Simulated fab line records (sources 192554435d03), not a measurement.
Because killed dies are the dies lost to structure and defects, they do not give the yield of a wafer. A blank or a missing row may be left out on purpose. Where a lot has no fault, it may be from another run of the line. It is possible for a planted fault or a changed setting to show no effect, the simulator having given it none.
Chamber matching || flow n5Finfet || N5_SD_EPI_N_ETCH_16 on rieDiel-04 has 4 sister chambers
The step etches SiO2 in CHF3/O2, target depth 5 nm. 24 wafers are shown with their chamber, then 12 later ones without.

## EACH WAFER AND ITS CHAMBER
{"wafer": "L074.1", "chamber": 3, "rfVppV (V)": 508, "showerheadPlenumPTorr (Torr)": 2.37, "throttleValvePct (%)": 18.98}
{"wafer": "L074.3", "chamber": 1, "rfVppV (V)": 547, "showerheadPlenumPTorr (Torr)": 2.49, "throttleValvePct (%)": 19.12}
{"wafer": "L074.4", "chamber": 2, "rfVppV (V)": 516, "showerheadPlenumPTorr (Torr)": 2.40, "throttleValvePct (%)": 18.56}
{"wafer": "L075.1", "chamber": 2, "rfVppV (V)": 515, "showerheadPlenumPTorr (Torr)": 2.40, "throttleValvePct (%)": 18.53}
{"wafer": "L075.4", "chamber": 3, "rfVppV (V)": 507, "showerheadPlenumPTorr (Torr)": 2.36, "throttleValvePct (%)": 19.00}
{"wafer": "L075.6", "chamber": 1, "rfVppV (V)": 547, "showerheadPlenumPTorr (Torr)": 2.49, "throttleValvePct (%)": 19.12}
{"wafer": "L076.4", "chamber": 3, "rfVppV (V)": 507, "showerheadPlenumPTorr (Torr)": 2.36, "throttleValvePct (%)": 18.99}
{"wafer": "L076.5", "chamber": 3, "rfVppV (V)": 508, "showerheadPlenumPTorr (Torr)": 2.36, "throttleValvePct (%)": 19.01}
{"wafer": "L076.6", "chamber": 0, "rfVppV (V)": 509, "showerheadPlenumPTorr (Torr)": 2.35, "throttleValvePct (%)": 18.62}
{"wafer": "L081.1", "chamber": 3, "rfVppV (V)": 509, "showerheadPlenumPTorr (Torr)": 2.36, "throttleValvePct (%)": 19.02}
{"wafer": "L081.2", "chamber": 1, "rfVppV (V)": 547, "showerheadPlenumPTorr (Torr)": 2.49, "throttleValvePct (%)": 19.14}
{"wafer": "L081.6", "chamber": 3, "rfVppV (V)": 507, "showerheadPlenumPTorr (Torr)": 2.36, "throttleValvePct (%)": 19.00}
{"wafer": "L083.3", "chamber": 1, "rfVppV (V)": 547, "showerheadPlenumPTorr (Torr)": 2.49, "throttleValvePct (%)": 19.15}
{"wafer": "L083.5", "chamber": 1, "rfVppV (V)": 547, "showerheadPlenumPTorr (Torr)": 2.49, "throttleValvePct (%)": 19.15}
{"wafer": "L083.6", "chamber": 0, "rfVppV (V)": 510, "showerheadPlenumPTorr (Torr)": 2.34, "throttleValvePct (%)": 18.64}
{"wafer": "L084.1", "chamber": 1, "rfVppV (V)": 547, "showerheadPlenumPTorr (Torr)": 2.49, "throttleValvePct (%)": 19.15}
{"wafer": "L084.2", "chamber": 3, "rfVppV (V)": 508, "showerheadPlenumPTorr (Torr)": 2.36, "throttleValvePct (%)": 19.01}
{"wafer": "L084.5", "chamber": 1, "rfVppV (V)": 546, "showerheadPlenumPTorr (Torr)": 2.49, "throttleValvePct (%)": 19.16}
{"wafer": "L088.2", "chamber": 2, "rfVppV (V)": 515, "showerheadPlenumPTorr (Torr)": 2.39, "throttleValvePct (%)": 18.57}
{"wafer": "L088.4", "chamber": 3, "rfVppV (V)": 507, "showerheadPlenumPTorr (Torr)": 2.36, "throttleValvePct (%)": 19.03}
{"wafer": "L088.6", "chamber": 2, "rfVppV (V)": 515, "showerheadPlenumPTorr (Torr)": 2.39, "throttleValvePct (%)": 18.57}
{"wafer": "L090.2", "chamber": 2, "rfVppV (V)": 516, "showerheadPlenumPTorr (Torr)": 2.39, "throttleValvePct (%)": 18.59}
{"wafer": "L090.3", "chamber": 0, "rfVppV (V)": 509, "showerheadPlenumPTorr (Torr)": 2.34, "throttleValvePct (%)": 18.67}
{"wafer": "L090.5", "chamber": 1, "rfVppV (V)": 547, "showerheadPlenumPTorr (Torr)": 2.48, "throttleValvePct (%)": 19.16}

SIGNATURES, as means of the wafers listed above
{"reading": "rfVppV", "chamber 0": 509.33, "chamber 1": 546.88, "chamber 2": 515.40, "chamber 3": 507.62, "scatter within a chamber": 0.575}
{"reading": "showerheadPlenumPTorr", "chamber 0": 2.3433, "chamber 1": 2.4888, "chamber 2": 2.3940, "chamber 3": 2.3613, "scatter within a chamber": 0.00425}
{"reading": "throttleValvePct", "chamber 0": 18.6433, "chamber 1": 19.1438, "chamber 2": 18.5640, "chamber 3": 19.0050, "scatter within a chamber": 0.0184}
Rule: a wafer's distance from a chamber is the root of the sum, over the readings, of the square of ((its reading less the chamber's mean) divided by the reading's scatter). The wafer belongs to the nearest chamber; if the next one is less than 2 further off, it can't be placed. The scatter: the root of (the sum of the squares of (reading less its chamber's mean) over the shown wafers, divided by (wafers less chambers)).

## WAFERS MISSING THEIR CHAMBER
{"wafer": "L091.3", "rfVppV (V)": 508, "showerheadPlenumPTorr (Torr)": 2.35, "throttleValvePct (%)": 19.03}
{"wafer": "L091.4", "rfVppV (V)": 509, "showerheadPlenumPTorr (Torr)": 2.34, "throttleValvePct (%)": 18.64}
{"wafer": "L091.6", "rfVppV (V)": 509, "showerheadPlenumPTorr (Torr)": 2.34, "throttleValvePct (%)": 18.67}
{"wafer": "L094.1", "rfVppV (V)": 514, "showerheadPlenumPTorr (Torr)": 2.39, "throttleValvePct (%)": 18.60}
{"wafer": "L094.2", "rfVppV (V)": 547, "showerheadPlenumPTorr (Torr)": 2.48, "throttleValvePct (%)": 19.17}
{"wafer": "L094.3", "rfVppV (V)": 509, "showerheadPlenumPTorr (Torr)": 2.33, "throttleValvePct (%)": 18.68}
{"wafer": "L094.4", "rfVppV (V)": 507, "showerheadPlenumPTorr (Torr)": 2.35, "throttleValvePct (%)": 19.04}
{"wafer": "L094.5", "rfVppV (V)": 517, "showerheadPlenumPTorr (Torr)": 2.39, "throttleValvePct (%)": 18.61}
{"wafer": "L094.6", "rfVppV (V)": 547, "showerheadPlenumPTorr (Torr)": 2.48, "throttleValvePct (%)": 19.18}
{"wafer": "L096.3", "rfVppV (V)": 507, "showerheadPlenumPTorr (Torr)": 2.35, "throttleValvePct (%)": 19.05}
{"wafer": "L096.5", "rfVppV (V)": 507, "showerheadPlenumPTorr (Torr)": 2.35, "throttleValvePct (%)": 19.04}
{"wafer": "L096.6", "rfVppV (V)": 514, "showerheadPlenumPTorr (Torr)": 2.39, "throttleValvePct (%)": 18.59}

## EACH ONE'S CHAMBER
{"wafer": "L091.3", "from the rows above": 3, "in truth": 3}
{"wafer": "L091.4", "from the rows above": 0, "in truth": 0}
{"wafer": "L091.6", "from the rows above": 0, "in truth": 0}
{"wafer": "L094.1", "from the rows above": 2, "in truth": 2}
{"wafer": "L094.2", "from the rows above": 1, "in truth": 1}
{"wafer": "L094.3", "from the rows above": 0, "in truth": 0}
{"wafer": "L094.4", "from the rows above": 3, "in truth": 3}
{"wafer": "L094.5", "from the rows above": 2, "in truth": 2}
{"wafer": "L094.6", "from the rows above": 1, "in truth": 1}
{"wafer": "L096.3", "from the rows above": 3, "in truth": 3}
{"wafer": "L096.5", "from the rows above": 3, "in truth": 3}
{"wafer": "L096.6", "from the rows above": 2, "in truth": 2}
Placed correctly: 12 of 12. Can't be placed from these rows: 0. Wrongly placed: 0.
